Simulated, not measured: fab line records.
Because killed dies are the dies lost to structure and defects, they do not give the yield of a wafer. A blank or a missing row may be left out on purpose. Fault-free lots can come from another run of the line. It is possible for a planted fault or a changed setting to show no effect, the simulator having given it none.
Chamber matching ; flow n5_finfet ; N5_BEOL_M1_PECVD_72 on pecvd-02: 3 sister chambers
The step deposits SiO2 from TEOS/O2, target thk 16 nm, time 18 s. 6 wafers are shown with their chamber, then 7 later ones without.

## EACH WAFER AND ITS CHAMBER
wafer;chamber;throttle_valve_pct (%);showerhead_plenum_p_Torr (Torr)
L912.1;0;24.5;8.76
L912.5;0;24.4;8.76
L913.4;2;21.9;8.73
L913.5;1;22.8;8.80
L914.1;1;23.1;8.79
L914.3;2;21.9;8.73

## WAFERS WITH NO CHAMBER GIVEN
wafer;throttle_valve_pct (%);showerhead_plenum_p_Torr (Torr)
L914.5;21.9;8.72
L917.1;23.0;8.80
L917.3;24.4;8.74
L917.6;22.8;8.78
L926.2;21.9;8.72
L926.3;24.1;8.74
L926.4;22.6;8.78

## EACH ONE'S CHAMBER
wafer;from the rows above;in truth
L914.5;2;2
L917.1;1;1
L917.3;0;0
L917.6;1;1
L926.2;2;2
L926.3;0;0
L926.4;1;1
Correct placement for 7 of the 7. Left unplaced by these rows: 0. Number placed wrongly: 0.
How it was worked out, from the rows above alone: a wafer's distance from a chamber is the root of the sum, over the readings, of the square of ((its reading less the chamber's mean) divided by the reading's scatter). The wafer belongs to the nearest chamber; if the next one is less than 2 further off, it can't be placed. A chamber's mean is the mean of its shown wafers. The scatter: the root of (the sum of the squares of (reading less its chamber's mean) over the shown wafers, divided by (wafers less chambers)).
